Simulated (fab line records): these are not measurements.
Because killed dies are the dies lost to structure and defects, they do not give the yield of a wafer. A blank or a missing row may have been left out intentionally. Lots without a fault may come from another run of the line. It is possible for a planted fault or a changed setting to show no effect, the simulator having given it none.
Which tool is to blame? | flow n5Finfet | 36 wafers from 12 lots sampled at 3 of the route's 1938 steps

== WHAT THE GAUGES READ, wafer by wafer ==
N5_BEOL_M8_INSPECT_58: inspects for defects (darkfield).
lot  | measured     | on               | rawDefectCount
L075 | day 9 15:26  | defectInspect-01 | 60 89 65
L076 | day 9 22:48  | defectInspect-01 | 102 71 68
L080 | day 10 19:23 | defectInspect-02 | 63 80 55
L081 | day 11 03:08 | defectInspect-02 | 81 57 64
L083 | day 11 09:11 | defectInspect-02 | 49 22 45
L085 | day 12 05:16 | defectInspect-01 | 73 58 50
L087 | day 12 20:26 | defectInspect-01 | 78 64 59
L090 | day 13 02:55 | defectInspect-01 | 65 33 61
L091 | day 13 11:38 | defectInspect-02 | 73 74 69
L093 | day 14 09:38 | defectInspect-02 | 36 50 80
L095 | day 14 14:48 | defectInspect-02 | 63 105 111
L097 | day 15 06:20 | defectInspect-02 | 57 74 86

== TOOL THAT RAN EACH LOT (tool first, then ch and the chambers of the sampled wafers, then the start) ==
lot  | N5_BEOL_M8_PRE_CLEAN_45     | N5_BEOL_M8_DEP_56
L075 | pvdSputter-03, day 9 13:27  | pecvd-03 ch 0,1,2, day 9 15:20
L076 | pvdSputter-03, day 9 20:43  | pecvd-02 ch 0,1, day 9 22:40
L080 | pvdSputter-01, day 10 17:47 | pecvd-02 ch 1,2, day 10 19:17
L081 | pvdSputter-01, day 10 23:43 | pecvd-02 ch 0,2, day 11 03:02
L083 | pvdSputter-03, day 11 07:22 | pecvd-03 ch 0,1, day 11 09:05
L085 | pvdSputter-03, day 12 03:33 | pecvd-03 ch 1, day 12 05:10
L087 | pvdSputter-02, day 12 18:17 | pecvd-03 ch 0,1, day 12 20:20
L090 | pvdSputter-01, day 13 00:50 | pecvd-01 ch 0,1,2, day 13 02:49
L091 | pvdSputter-03, day 13 09:44 | pecvd-03 ch 0,1,2, day 13 11:33
L093 | pvdSputter-02, day 14 07:04 | pecvd-03 ch 0,1,2, day 14 09:32
L095 | pvdSputter-02, day 14 12:30 | pecvd-02 ch 0,1,2, day 14 14:42
L097 | pvdSputter-01, day 15 04:12 | pecvd-02 ch 0,1,2, day 15 06:14
- N5_BEOL_M8_PRE_CLEAN_45: time 30 s.
- N5_BEOL_M8_DEP_56: deposits SiCN from 3MS/NH3, target thk 10 nm, time 17.5 s.

== THE ANSWER, worked out from the rows above alone ==
Rule: what is usual is taken from the lots themselves. Put in order of their means at a reading, lots are off if they are a third of the lots or fewer, leave a main group of 4 or more, and stand apart from it by a gap of 3 or more times the standard deviation of the main group's means; of several such gaps the widest counts. The tables above print the reading to a certain number of digits; a main group whose means all agree to those digits is not used. A lot without any number at a reading at which 4 lots or more have one is off too. All remaining lots with rows at the step are treated as sound.
No lot is off on any of the readings shown, so nothing can be concluded from this.

== WHAT THE SIMULATOR PUT IN ==
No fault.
